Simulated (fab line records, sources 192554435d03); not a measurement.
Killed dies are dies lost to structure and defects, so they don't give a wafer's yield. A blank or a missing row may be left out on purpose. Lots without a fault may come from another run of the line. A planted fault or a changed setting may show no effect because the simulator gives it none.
fab line records | flow n5_finfet
record lots=13 wafers=36 last_day=20
route steps=1938 shown WELL_APT@29 PMOS_HMC_CHANNEL_EPI@63 PASSIVATION@1936
lots that met no fault: from a run of the same line without faults
start_h: hours from the record's first day to the start of the lot's first wafer shown | wait_h: hours since the lot's step before | " the same as in the row above | L1.1+2: a row that stands for several wafers | - no value, or no start given | * or withheld: withheld | < > ~ a bound
route shown NAME@n: a module of which the file shows steps, and the number in the route of the first | usual: mean/standard deviation of fault-free wafers | same: alike in all rows | chamber/n: place in a boat | sites: the reading at each site | _std_site: their standard deviation | _edge_site: outer sites' mean less inner sites' | radius_mm: how far each site lies from the wafer's centre | mask NAME#n: copy n | behind: the tool/chamber that last shaped the wafer | hold: why the lot was held/for how many hours/how that ended | device: the transistor (n, p or np) that didn't switch | end of line: the same wafers' tests at the end of the route | a step without rows: its recipe alone | killed: dies lost to structure and defects at the first sort, not the wafer's yield | map: a wafer's dies, x killed, . not, _ none there
set.NAME: the setting as run; set.NAME@STEP: as run at that earlier step | model.NAME: the simulator's own value behind a step, which no gauge read
steps of the route over a sample of lots; a table a step, a row a wafer
services: from which hour (start_h, from the record's first day; less than 0 if before it) a tool's chamber was out of use, for how many hours, and why
## steps
# step N5_WELL_APT_OVL_MEAS_09
# recipe points_per_wafer=44
# usual NWELL_OVL=4/4.8
# columns lot.wafer tool chamber start_h wait_h NWELL_OVL[nm]
L780.4 overlay-02 0 26.04 0.0 14
L780.5 " 0 " " -2
L781.1 overlay-02 0 31.73 0.0 6
L781.4 " 0 " " 8
L781.5 " 0 " " 4
L782.1 overlay-02 0 37.91 0.0 3
L782.3 " 0 " " 11
L782.6 " 0 " " 16
L783.1 overlay-02 0 43.60 0.0 -4
L783.4 " 0 " " 5
L783.6 " 0 " " 3
L784.1 overlay-01 0 49.60 0.0 6
L784.3 " 0 " " 3
L784.6 " 0 " " 9
L786.2 overlay-01 0 61.73 0.0 -2
L786.4 " 0 " " 1
L786.5 " 0 " " 7
L789.1 overlay-01 0 79.84 0.0 4
L789.2 " 0 " " 4
L789.4 " 0 " " 3
L792.1 overlay-01 0 97.59 0.0 0
L792.2 " 0 " " 5
L792.6 " 0 " " -2
L793.2 overlay-01 0 103.82 0.0 9
L793.6 " 0 " " 7
L794.1 overlay-01 0 109.73 0.0 1
L794.3 " 0 " " 0
L794.5 " 0 " " -2
L795.1 overlay-02 0 115.86 0.0 1
L795.4 " 0 " " 3
L795.5 " 0 " " 6
L797.1 overlay-02 0 127.84 0.0 -1
L797.6 " 0 " " 3
L801.1 overlay-02 0 151.59 0.0 9
L801.4 " 0 " " 10
L801.6 " 0 " " 10
# step N5_WELL_APT_CD_MEAS_25
# recipe target_cd_nm=200 landing_energy_ev=500 detector=se_inlens
# usual cd_nm=200.3/2.7
# columns lot.wafer tool chamber start_h wait_h cd_nm
L780.4 cd_sem-01 0 27.13 - 201.0
L780.5 " 0 " " 199.8
L781.1 cd_sem-02 0 32.82 - 203.2
L781.4 " 0 " " 198.9
L781.5 " 0 " " 200.7
L782.1 cd_sem-03 0 39.50 - 197.3
L782.3 " 0 " " 200.1
L782.6 " 0 " " 200.2
L783.1 cd_sem-03 0 44.82 - 194.4
L783.4 " 0 " " 199.3
L783.6 " 0 " " 197.6
L784.1 cd_sem-02 0 50.71 - 202.9
L784.3 " 0 " " 202.0
L784.6 " 0 " " 200.5
L786.2 cd_sem-01 0 62.95 - 199.2
L786.4 " 0 " " 204.5
L786.5 " 0 " " 197.3
L789.1 cd_sem-01 0 80.93 - 200.7
L789.2 " 0 " " 205.1
L789.4 " 0 " " 201.1
L792.1 cd_sem-02 0 99.05 - 196.4
L792.2 " 0 " " 201.9
L792.6 " 0 " " 202.4
L793.2 cd_sem-01 0 105.06 - 200.2
L793.6 " 0 " " 199.3
L794.1 cd_sem-01 0 110.97 - 202.6
L794.3 " 0 " " 205.5
L794.5 " 0 " " 200.5
L795.1 cd_sem-03 0 116.97 - 197.6
L795.4 " 0 " " 198.2
L795.5 " 0 " " 196.6
L797.1 cd_sem-02 0 129.51 - 196.5
L797.6 " 0 " " 198.2
L801.1 cd_sem-02 0 153.25 - 202.0
L801.4 " 0 " " 201.0
L801.6 " 0 " " 206.7
# step N5_PMOS_HMC_CHANNEL_EPI_PEB_07
# recipe peb_temp_c=110 peb_time_s=60 resist=CAR-ArF-block
# usual heater_power_total_W=175.2/1.6
# columns lot.wafer tool chamber start_h wait_h heater_power_total_W
L780.4 litho_track-04 0 29.24 0.0 173.0
L780.5 " 0 " " 173.9
L781.1 litho_track-05 0 35.64 0.1 175.5
L781.4 " 0 " " 174.2
L781.5 " 0 " " 176.5
L782.1 litho_track-04 0 41.84 0.1 176.0
L782.3 " 0 " " 175.3
L782.6 " 0 " " 177.3
L783.1 litho_track-05 0 46.89 0.1 173.5
L783.4 " 0 " " 177.6
L783.6 " 0 " " 177.2
L784.1 litho_track-04 0 52.84 0.1 176.2
L784.3 " 0 " " 173.3
L784.6 " 0 " " 173.0
L786.2 litho_track-05 0 65.38 0.0 172.9
L786.4 " 0 " " 175.8
L786.5 " 0 " " 174.3
L789.1 litho_track-04 0 83.28 0.1 173.5
L789.2 " 0 " " 173.8
L789.4 " 0 " " 174.4
L792.1 litho_track-04 0 101.19 0.1 173.8
L792.2 " 0 " " 175.9
L792.6 " 0 " " 174.9
L793.2 litho_track-04 0 107.31 0.0 182.6
L793.6 " 0 " " 184.3
L794.1 litho_track-05 0 112.96 0.1 176.4
L794.3 " 0 " " 172.9
L794.5 " 0 " " 173.1
L795.1 litho_track-05 0 119.33 0.1 177.6
L795.4 " 0 " " 177.3
L795.5 " 0 " " 175.9
L797.1 litho_track-04 0 131.65 0.1 181.8
L797.6 " 0 " " 183.8
L801.1 litho_track-02 0 155.35 0.1 174.0
L801.4 " 0 " " 176.7
L801.6 " 0 " " 175.0
# step N5_PMOS_HMC_CHANNEL_EPI_STRIP_33
# recipe chemistry=N2/H2 power_w=500 temp_c=40 pressure_mtorr=50 rf_frequency_hz=6e+07 overash_fraction=0.3 bias_power_w=8 h2_frac=0.5 n2_flow_sccm=300 h2_flow_sccm=300
# usual drypump_motor_current_A=5.7/0.45 oes_product_au=0.79/0.087 rf_vpp_V=54.2/1.6 showerhead_plenum_p_Torr=3.39/0.11 throttle_valve_pct=18.9/0.41
# columns lot.wafer tool chamber start_h wait_h drypump_motor_current_A oes_product_au rf_hours_counter_h rf_vpp_V showerhead_plenum_p_Torr throttle_valve_pct
L780.4 rie_diel-06 0 29.69 0.0 5.5 0.68 231 52.2 3.32 19.0
L780.5 " 1 " " 5.4 0.94 - 53.4 3.40 18.2
L781.1 rie_diel-03 1 35.93 0.0 6.5 0.80 114 52.7 3.37 18.4
L781.4 " 2 " " 5.4 0.71 174 53.8 3.47 18.8
L781.5 " 1 " " 6.5 0.80 - 52.9 3.37 18.4
L782.1 rie_diel-02 0 42.12 0.0 5.5 0.87 64 52.2 3.29 19.0
L782.3 " 2 " " 5.6 0.78 139 56.1 3.34 19.0
L782.6 " 3 " " 5.7 0.78 - 54.8 3.21 18.7
L783.1 rie_diel-03 2 47.71 0.0 5.4 0.72 178 57.1 3.47 18.9
L783.4 " 2 " " 5.4 0.72 - 54.9 3.47 18.9
L783.6 " 3 " " 4.9 0.78 - 52.5 3.50 19.4
L784.1 rie_diel-06 3 53.13 0.0 5.8 0.73 162 55.3 3.35 18.8
L784.3 " 2 " " 5.9 0.85 66 54.3 3.15 19.1
L784.6 " 2 " " 5.9 0.84 - 55.0 3.15 19.1
L786.2 rie_diel-03 2 65.66 0.0 5.4 0.71 184 53.7 3.46 18.9
L786.4 " 3 " " 4.9 0.76 143 50.6 3.50 19.4
L786.5 " 3 " " 4.9 0.77 - 56.6 3.50 19.4
L789.1 rie_diel-06 0 83.83 0.0 5.5 0.67 247 55.6 3.31 19.0
L789.2 " 3 " " 5.8 0.72 170 54.7 3.35 18.7
L789.4 " 1 " " 5.4 0.91 34 52.4 3.40 18.3
L792.1 rie_diel-03 1 101.48 0.0 6.4 0.80 134 57.1 3.36 18.4
L792.2 " 3 " " 5.0 0.76 154 53.8 3.49 19.5
L792.6 " 2 " " 5.4 0.69 - 55.8 3.46 18.9
L793.2 rie_diel-03 2 107.60 0.0 5.4 0.70 196 54.4 3.46 18.9
L793.6 " 0 " " 6.0 0.94 - 54.4 3.48 19.5
L794.1 rie_diel-02 2 113.25 0.0 5.6 0.76 158 55.0 3.33 19.1
L794.3 " 3 " " 5.7 0.75 178 54.9 3.20 18.7
L794.5 " 1 " " 5.4 0.87 - 53.3 3.54 18.6
L795.1 rie_diel-03 2 120.36 0.0 5.4 0.69 200 54.1 3.45 18.9
L795.4 " 0 " " 6.0 0.90 - 53.4 3.48 19.5
L795.5 " 2 " " 5.4 0.69 - 53.6 3.45 18.9
L797.1 rie_diel-03 2 131.94 0.0 5.4 0.69 204 54.1 3.45 18.9
L797.6 " 3 " " 4.9 0.75 - 54.9 3.49 19.5
L801.1 rie_diel-03 3 155.64 0.0 4.9 0.75 169 58.9 3.49 19.5
L801.4 " 1 " " 6.5 0.77 146 52.7 3.35 18.5
L801.6 " 3 " " 4.9 0.76 - 54.1 3.49 19.5
# step N5_PASSIVATION_PROBE_49
# usual killed_at_M0_to_M3=36/10 killed_at_M4_up=14/5.2 killed_at_contacts=12/6 killed_at_front_end=37/10 killed_at_other=4/3.3 killed_dies=104/18 killed_open=68/14 killed_short=34/7.4
# same gross_dies=1180 killed_at_back_side=0
# columns lot.wafer tool chamber start_h wait_h killed_at_M0_to_M3 killed_at_M4_up killed_at_contacts killed_at_front_end killed_at_other killed_dies killed_open killed_short
L792.1 prober-01 - 400.51 0.0 42 14 10 61 2 129 77 52
L797.1 prober-01 - 439.05 0.0 41 16 4 36 3 100 61 39
# killed by level:class
L792.1 STI_FIN_REVEAL:geometric_particle:open=13 BEOL_M0_SAQP:geometric_particle:open=10 BEOL_M0_SAQP:geometric_particle:short=8 FIN_SAQP:geometric_particle:open=7 FIN_SAQP:geometric_particle:short=7 MOL_CONTACT_COAG:geometric_particle:open=7 STI_FIN_REVEAL:geometric_particle:short=6 ILD0:geometric_particle:short=6
L797.1 DUMMY_GATE:geometric_particle:open=9 BEOL_M3:geometric_particle:open=9 STI_FIN_REVEAL:geometric_particle:open=8 BEOL_M0_SAQP:geometric_particle:short=8 BEOL_M0_SAQP:geometric_particle:open=6 FIN_SAQP:geometric_particle:short=5 BEOL_M1:geometric_particle:open=5 BEOL_M3:geometric_particle:short=5
## services
# columns tool chamber start_h hours kind
rie_diel-02 1 6.16 3.1 repair
rie_diel-03 3 22.47 5.6 repair
litho_track-05 - 23.33 - consumable_replace:filter
rie_diel-03 - 24.05 0.2 repair
rie_diel-03 0 40.63 - clean
rie_diel-03 0 40.63 - consumable_replace:focus_ring
rie_diel-03 0 40.63 23.0 scheduled_down
rie_diel-03 0 40.63 23.0 vent_cycle
rie_diel-06 - 46.09 0.8 repair
rie_diel-06 0 92.05 - clean
rie_diel-06 0 92.05 - consumable_replace:focus_ring
rie_diel-06 0 92.05 18.9 scheduled_down
rie_diel-06 0 92.05 18.9 vent_cycle
rie_diel-02 2 105.66 4.1 repair
rie_diel-02 0 109.46 16.2 repair
rie_diel-02 3 114.40 6.5 repair
rie_diel-03 1 114.46 10.7 repair
rie_diel-03 3 139.89 3.5 repair
## key
first_sign step=N5_PMOS_HMC_CHANNEL_EPI_PEB_07 reading=heater_power_total_W direction=up sigmas=5.1 usual=* struck=*
effect none on later readings
met_at N5_PMOS_HMC_CHANNEL_EPI_PEB_07
struck_lots L793,L797
tester_left_out L793,L797
loop_trim step=N5_PMOS_HMC_CHANNEL_EPI_EXPOSE_06 setting=dose lots=L797
not_acting_at N5_WELL_APT_OVL_MEAS_09,N5_WELL_APT_CD_MEAS_25,N5_PMOS_HMC_CHANNEL_EPI_STRIP_33
onset_between 101.19 107.31
fault kind=process_parameter_drift tool=litho_track-04 chamber=- onset_h=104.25 steps=N5_PMOS_HMC_CHANNEL_EPI_PEB_07 channel=peb_time_s offset=* shape=step end_h=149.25 acts_in=* stated=*
# tester_left_out: of these lots the tester's yield and bins aren't shown, on N5 and GAA mostly nor the transistor test; their killed dies are dies lost to structure and defects alone, not to doping, threshold or leakage, so they don't give the yield
# loop_trim: a control loop set the setting to another value than it would have without faults
